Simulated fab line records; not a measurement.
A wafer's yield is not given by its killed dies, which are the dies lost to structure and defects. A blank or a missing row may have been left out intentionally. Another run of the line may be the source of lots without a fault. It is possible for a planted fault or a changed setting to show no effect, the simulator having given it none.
The tool behind it: which one? + flow n5-finfet + 11 lots with 33 wafers sampled at 3 steps, on a route of 1938 steps

WHAT THE GAUGES SHOWED, per wafer
N5_PASSIVATION_OVL_MEAS_63. Usual: for PAD_OVL the level is 1 nm and the standard deviation is 5.6.
| lot  | measured     | on         | PAD_OVL (nm) | flag |
|------|--------------|------------|--------------|------|
| L189 | day 11 20:26 | overlay-01 | -3 -3 3      |      |
| L191 | day 12 14:38 | overlay-02 | 8 9 10       |      |
| L192 | day 12 09:39 | overlay-02 | -1 -3 5      |      |
| L194 | day 12 20:45 | overlay-01 | 11 2 9       |      |
| L197 | day 14 01:37 | overlay-02 | -5 -2 -11    |      |
| L196 | day 13 22:11 | overlay-02 | 0 6 -3       |      |
| L199 | day 14 04:25 | overlay-01 | -4 0 0       |      |
| L202 | day 15 04:14 | overlay-01 | 1 -4 13      |      |
| L201 | day 15 06:23 | overlay-01 | -1 8 0       |      |
| L206 | day 16 07:11 | overlay-01 | 2 5 2        |      |
| L210 | day 17 12:54 | overlay-02 | -4 -6 2      |      |

N5_PASSIVATION_CD_MEAS_44 targets a cd of 40000 nm. Usual: cd-nm reads 39999 nm (standard deviation 2.7).
| lot  | measured     | on        | cd-nm (nm)        | flag |
|------|--------------|-----------|-------------------|------|
| L189 | day 11 22:38 | cd-sem-02 | 39999 40001 39995 |      |
| L191 | day 12 16:39 | cd-sem-02 | 40001 39996 40002 |      |
| L192 | day 12 11:32 | cd-sem-03 | 39996 39997 39996 |      |
| L194 | day 12 22:35 | cd-sem-03 | 40000 40002 40000 |      |
| L197 | day 14 03:26 | cd-sem-02 | 39994 39993 39991 |      |
| L196 | day 14 00:03 | cd-sem-01 | 39994 39998 40000 |      |
| L199 | day 14 06:16 | cd-sem-02 | 40001 40001 40001 |      |
| L202 | day 15 06:07 | cd-sem-02 | 39999 39995 39998 |      |
| L201 | day 15 08:34 | cd-sem-01 | 39996 39997 39998 |      |
| L206 | day 16 09:02 | cd-sem-02 | 40000 39996 40001 |      |
| L210 | day 17 14:58 | cd-sem-02 | 39997 39996 39996 |      |

TOOL THAT RAN EACH LOT (tool first, then ch and the chambers of the sampled wafers, then the start)
| lot  | N5_BEOL_M9_ETCH_41                 |
|------|------------------------------------|
| L189 | rie-diel-06 ch 0,1,3, day 9 12:24  |
| L191 | rie-diel-06 ch 0,2,3, day 10 10:41 |
| L192 | rie-diel-03 ch 0,1,2, day 10 11:03 |
| L194 | rie-diel-03 ch 0,1,2, day 10 19:56 |
| L197 | rie-diel-06 ch 0,3, day 11 13:49   |
| L196 | rie-diel-06 ch 0,2,3, day 11 18:11 |
| L199 | rie-diel-06 ch 0,1,2, day 11 20:49 |
| L202 | rie-diel-03 ch 0,3, day 12 20:00   |
| L201 | rie-diel-05 ch 0,1,3, day 12 20:13 |
| L206 | rie-diel-05 ch 0,2, day 13 23:53   |
| L210 | rie-diel-03 ch 1,2,3, day 14 20:29 |
- N5_BEOL_M9_ETCH_41: etches SiCN in CH3F/O2, target depth 36.6 nm, time 70.1 s.

AS READ BY THE TOOLS THEMSELVES (means over the sampled wafers that have a number; for cases with no such wafer, the mark the record gives instead)
N5_BEOL_M9_ETCH_41. Usual: drypump-motor-current-A 5.5 A, standard deviation 0.52; oes-product-au 0.78 a.u., standard deviation 0.081; rf-vpp-V 297.5 V, standard deviation 1.5; showerhead-plenum-p-Torr 2.01 Torr, standard deviation 0.061; throttle-valve-pct 16.33 %, standard deviation 0.22.
| lot  | tool        | drypump-motor-current-A (A) | oes-product-au (a.u.) | rf-vpp-V (V) | showerhead-plenum-p-Torr (Torr) | throttle-valve-pct (%) | flag |
|------|-------------|-----------------------------|-----------------------|--------------|---------------------------------|------------------------|------|
| L189 | rie-diel-06 | 5.9                         | 0.83                  | 296.8        | 2.00                            | 16.35                  |      |
| L191 | rie-diel-06 | 6.0                         | 0.78                  | 295.5        | 1.96                            | 16.47                  |      |
| L192 | rie-diel-03 | 5.1                         | 0.77                  | 297.7        | 2.03                            | 16.19                  |      |
| L194 | rie-diel-03 | 5.1                         | 0.76                  | 298.6        | 2.03                            | 16.21                  |      |
| L197 | rie-diel-06 | 5.9                         | 0.78                  | 297.5        | 1.96                            | 16.44                  |      |
| L196 | rie-diel-06 | 6.0                         | 0.76                  | 295.9        | 1.96                            | 16.48                  |      |
| L199 | rie-diel-06 | 5.5                         | 0.76                  | 296.1        | 1.95                            | 16.56                  |      |
| L202 | rie-diel-03 | 5.2                         | 0.77                  | 297.8        | 2.02                            | 16.29                  |      |
| L201 | rie-diel-05 | 5.4                         | 0.78                  | 298.8        | 2.07                            | 16.32                  |      |
| L206 | rie-diel-05 | 5.7                         | 0.84                  | 297.1        | 1.97                            | 16.23                  |      |
| L210 | rie-diel-03 | 5.0                         | 0.78                  | 297.6        | 2.01                            | 16.20                  |      |

THE ANSWER, worked out from the rows above alone
Rule: a lot counts as off when the mean over its wafers that have a number is more than 3 standard deviations away from the usual mean. Also off: a lot with no number at a reading for which 4 or more lots have one. Any other lot the step has rows for is counted as sound. First the gauges in route order, then the tools' own readings, where a lot's mean is used as printed above. The first step at which some lot is off is used, and at that step the reading that is off furthest; a lot without a number counts as furthest.
No lot is off on any of the readings shown, so nothing can be concluded from this.

WHAT HAD BEEN PUT IN BY THE SIMULATOR
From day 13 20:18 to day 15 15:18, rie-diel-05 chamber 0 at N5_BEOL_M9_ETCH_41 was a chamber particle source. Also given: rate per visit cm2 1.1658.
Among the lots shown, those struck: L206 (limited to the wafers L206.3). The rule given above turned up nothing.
